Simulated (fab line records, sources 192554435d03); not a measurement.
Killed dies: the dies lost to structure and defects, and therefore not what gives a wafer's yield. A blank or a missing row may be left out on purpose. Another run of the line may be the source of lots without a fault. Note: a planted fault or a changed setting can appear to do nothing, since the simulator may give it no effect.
A lot that was struck, set against a sound lot -- flow n5-finfet -- 39 steps out of a route of 1938
Sound: these wafers, L786.2, L786.3, L786.6. Wafers struck: L788.2, L788.5, L788.6. The cause is named last.
Each step with rows lists, per side, the tool, then ch with its chambers, then its first start. Under that, the readings that differ: sound wafers -- struck wafers -- difference of the means -- sigmas: that difference in standard deviations of wafers without a fault.
alike: a reading whose means differ by less than 2 such deviations, as well as words and numbers matching on both sides. not compared: withheld readings; readings where some wafer has no value; bounds like >300 that might hide an equal value; numbers whose values overlap and for which the record gives no deviation.
A row with sigmas, a row that says differs or no value, or rows on one side alone: a step with any of these is where the two part. Non-overlapping numbers with no deviation appear without sigmas and do not part them. A reading missing from all wafers of one side parts the sides only when that side holds two or more wafers.

first, 12 steps without rows for these wafers: N5_SD_EPI_N_ETCH_34 (etches SiARC in CF4, target depth 45.5 nm, time 75.8 s); N5_SD_EPI_N_ETCH_35 (etches SOC in N2/H2, overetch 108 nm, time 486 s); N5_SD_EPI_N_STRIP_36 (strips in N2/H2); N5_SD_EPI_N_ETCHBACK_44 (etches SiNx in CH3F/O2, stops on SiO2, target depth 14.5 nm); N5_SD_EPI_N_ETCH_45 (etches SiOCN in CH3F/O2, target depth 6 nm); N5_SD_EPI_N_ETCH_16 (etches SiO2 in CHF3/O2, target depth 5 nm); N5_SD_EPI_N_STRIP_47 (strips in CHF3/O2); N5_SD_EPI_N_SD_RECESS_17 (chemistry HBr/Cl2/O2, target depth 41 nm, time 23.7 s, bt time 3 s); N5_SD_EPI_N_STRIP_38 (strips in N2/H2); N5_SD_EPI_N_WET_ETCH_43 (etches SiO2 in dHF, time 14 s, target depth 1.5 nm); N5_SD_EPI_N_STRIP_18 (strips in SPM, time 750 s); N5_SD_EPI_N_SRD_20 (time 30 s).
N5_SD_EPI_N_PRECLEAN_48: cleans in NF3:NH3, afs cycles 2, time 20 s, sublimation time 60 s.
  sound on epi-rpcvd-02 ch 0, day 7 12:37; struck on epi-rpcvd-02, day 7 20:28
  no value came back on the struck wafers for afs-cycles, chamber-pressure-Torr (Torr), sublimation-time-s (s); on the sound wafers afs-cycles reads 2 2 2
  not compared: model.SiNx_of_SPACER0_ALD_08.thk-nm
then, 1 step without rows for these wafers: N5_SD_EPI_N_VAPOR_ETCH_50 (etches Si in HCl, time 54 s).
N5_SD_EPI_N_EPI_21: deposits Si:P, time 690 s.
  sound on epi-rpcvd-02 ch 0, day 7 13:23; struck on epi-rpcvd-02 ch 0, day 7 21:28
reading,sound,struck,difference,sigmas
model.Si-P_of_SD_EPI_N_EPI_21.thk-nm (nm),59 59.4 58.8,0.8 1.6 1.4,-57.8,
then, 22 steps without rows for these wafers: N5_SD_EPI_N_PRECLEAN_24 (cleans in O3/DIW, time 60 s); N5_SD_EPI_N_SRD_25 (time 30 s); N5_SD_EPI_N_PRECLEAN_49 (cleans in NF3:NH3, afs cycles 1, time 20 s, sublimation time 60 s); N5_SD_EPI_N_LINER_46 (material SiNx, target thk 3 nm); N5_SD_EPI_P_COAT_34 (time 60 s, resist thk 350 nm); N5_SD_EPI_P_COAT_35 (time 60 s, resist thk 35 nm); N5_SD_EPI_P_COAT_03 (resist thk 150 nm); N5_SD_EPI_P_EBR_05; N5_SD_EPI_P_SOFTBAKE_04 (time 60 s); N5_SD_EPI_P_EXPOSE_06 (exposes mask SD P BLK, target cd 240 nm); N5_SD_EPI_P_PEB_07 (peb time 60 s); N5_SD_EPI_P_DEVELOP_08 (develop time 30 s); N5_SD_EPI_P_DESCUM_14 (chemistry O2, time 7.9 s); N5_SD_EPI_P_ETCH_36 (etches SiARC in CF4, target depth 45.5 nm, time 75.8 s); N5_SD_EPI_P_ETCH_37 (etches SOC in N2/H2, overetch 108 nm, time 486 s); N5_SD_EPI_P_STRIP_38 (strips in N2/H2); N5_SD_EPI_P_ETCHBACK_46 (etches SiNx in CH3F/O2, stops on SiO2, target depth 17.5 nm); N5_SD_EPI_P_ETCH_47 (etches SiOCN in CH3F/O2, target depth 25 nm); N5_SD_EPI_P_ETCH_16 (etches SiO2 in CHF3/O2, target depth 5 nm); N5_SD_EPI_P_STRIP_50 (strips in CHF3/O2); N5_SD_EPI_P_SD_RECESS_17 (chemistry HBr/Cl2/O2, target depth 39.1 nm, bt time 3 s); N5_SD_EPI_P_WET_ETCH_45 (etches SiO2 in dHF, time 10.7 s, target depth 2 nm, rinse time 30 s).
N5_SD_ACTIVATION_RS_MEAS_03: uses a four-point probe to measure.
  sound on film-metro-01 at day 7 19:54; struck on film-metro-02 at day 8 05:20
reading,sound,struck,difference,sigmas
RS_SD_N (ohm/sq),21.86 21.65 21.92,- - -,no value on the struck wafers,
  alike: RS_SD_P
N5_MOL_CONTACT_COAG_ETCH_15: etches SiNx in CH3F/O2, stops on Si:P, target depth 7 nm.
  sound on rie-diel-06 ch 0,1,3, day 9 01:41; struck on rie-diel-02 ch 0,2,3, day 9 11:36
reading,sound,struck,difference,sigmas
model.Si-P_of_SD_EPI_N_EPI_21.thk-nm (nm),58.2 58.6 58,0.8 1.6 1.4,-57.0,
  alike: chamber-pressure-mTorr, drypump-motor-current-A, mfc-ar-sccm, oes_ar_750_au, oes-product-au, rf-vpp-V, showerhead-plenum-p-Torr, throttle-valve-pct
  not compared: rf-hours-counter-h

## WHERE THEY PART
Earliest at N5_SD_EPI_N_PRECLEAN_48; latest, in this record, at N5_SD_ACTIVATION_RS_MEAS_03. Later steps at which nothing parts them and some readings are alike: N5_MOL_CONTACT_COAG_ETCH_15.

WHY: what the simulator had put in
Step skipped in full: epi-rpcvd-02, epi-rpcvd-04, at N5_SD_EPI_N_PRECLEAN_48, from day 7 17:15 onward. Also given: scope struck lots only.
